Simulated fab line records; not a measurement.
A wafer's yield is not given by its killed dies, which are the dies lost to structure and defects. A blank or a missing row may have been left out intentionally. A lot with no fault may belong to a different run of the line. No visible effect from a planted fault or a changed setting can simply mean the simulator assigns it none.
Struck lot and sound lot, side by side || flow nandHarc || 15 steps out of a route of 1159
Sound: these wafers, L513.4, L513.5, L513.6. Wafers struck: L506.1, L506.3, L506.6. At the end, the cause is stated.
Order at every step that has rows: each side's tool, ch and its chambers, its first start. Under that, the readings that differ: sound wafers || struck wafers || difference of the means || sigmas: that difference in standard deviations of wafers without a fault.
alike: readings whose means differ by less than 2 such deviations, and words and numbers that are the same on both sides. not compared: withheld readings, readings that some wafer has no value for, bounds like >300 that may hide the same value, and numbers for which the record gives no deviation and whose values overlap.
Wherever a step has rows on one side only, a row that says differs or no value, or a row with sigmas, the two part there. When numbers do not overlap yet have no deviation, they are printed without sigmas and do not part them. Lack of a reading on every wafer of one side parts them only where that side has two or more wafers.

first, 2 steps without rows for these wafers: NHARC_A_CONTACT_ETCH_48 (etches the open film in CF4, target depth 39 nm, time 65 s); NHARC_A_CONTACT_ETCH_49 (etches the open film in N2/H2, target depth 260 nm, time 475.3 s).
NHARC_A_CONTACT_ETCH_50: etches the open film in CF4/CHF3, target depth 84.7 nm, time 42.4 s.
  sound on rieDiel-13 ch 1,2,3; struck on rieDiel-08 ch 1,2,3
  alike: biasW, cf4FlowSccm, drypumpMotorCurrentA, oesProductAu, rfVppV, showerheadPlenumPTorr, throttleValvePct
  not compared: rfHoursCounterH
then, 1 step without rows for these wafers: NHARC_A_CONTACT_ETCH_51 (etches the open film in O2/COS, target depth 3600 nm, time 936 s).
NHARC_A_CONTACT_ETCH_111: etches the open film in C4F8/O2/Ar, time 140 s, target depth 700 nm.
  sound on harCapEtch-01 ch 0,1, day 21 18:06; struck on harCapEtch-02 ch 0,1, day 20 02:44
  alike: chamberPressureMTorr, oesAirLineAu
  not compared: rfHoursCounterH
then, 3 steps without rows for these wafers: NHARC_A_CONTACT_ETCH_112 (etches the open film in C4F8/O2/Ar, time 94 s, target depth 922 nm); NHARC_A_CONTACT_ETCH_113 (etches the open film in C4F8/O2/Ar, time 94 s, target depth 922 nm); NHARC_A_CONTACT_ETCH_114 (etches the open film in C4F8/O2/Ar, time 94 s, target depth 922 nm).
NHARC_A_CONTACT_ETCH_115: etches the open film in C4F8/O2/Ar, time 94 s, target depth 922 nm.
  sound on harCapEtch-01 ch 0,1, day 21 18:31; struck on harCapEtch-02 ch 0,1, day 20 03:12
  alike: chamberPressureMTorr, oesAirLineAu
  not compared: rfHoursCounterH
then, 2 steps without rows for these wafers: NHARC_A_CONTACT_ETCH_116 (etches the open film in C4F8/O2/Ar, time 94 s, target depth 922 nm); NHARC_A_CONTACT_ETCH_117 (etches the open film in C4F8/O2/Ar, time 94 s, target depth 922 nm).
NHARC_A_CONTACT_ETCH_118: etches the open film in C4F8/O2/Ar, time 94 s, target depth 922 nm.
  sound on harCapEtch-01 ch 0,1, day 21 18:48; struck on harCapEtch-02 ch 0,1, day 20 03:28
  alike: chamberPressureMTorr, oesAirLineAu
  not compared: rfHoursCounterH
NHARC_A_CONTACT_ETCH_119: etches the open film in C4F8/O2/Ar, time 94 s, target depth 922 nm.
  sound on harCapEtch-01 ch 0,1, day 21 18:53; struck on harCapEtch-02 ch 0,1, day 20 03:34
  no value came back on the struck wafers for chamberPressureMTorr (mTorr), oesAirLineAu (a.u.); on the sound wafers chamberPressureMTorr (mTorr) reads 20.006 20.007 20.011
  not compared: rfHoursCounterH
NHARC_A_CONTACT_ETCH_120: etches the open film in C4F8/O2/Ar, time 94 s, target depth 922 nm.
  sound on harCapEtch-01 ch 0,1, day 21 18:59; struck on harCapEtch-02 ch 0,1, day 20 03:39
  alike: chamberPressureMTorr, oesAirLineAu
  not compared: rfHoursCounterH
-- jump in the record: it breaks off in module A_CONTACT and resumes in module END (first step shown: number 1159 of the route), and 3 days separate the struck wafers' starts before and after --
NHARC_END_SORT_01:
  only the struck wafers appear in the record here, on prober-01 ch 0 at day 23 01:04; the sound ones have no rows

WHERE THEY PART
Earliest at NHARC_A_CONTACT_ETCH_119; latest, in this record, at NHARC_END_SORT_01.

WHY: what had been put in by the simulator
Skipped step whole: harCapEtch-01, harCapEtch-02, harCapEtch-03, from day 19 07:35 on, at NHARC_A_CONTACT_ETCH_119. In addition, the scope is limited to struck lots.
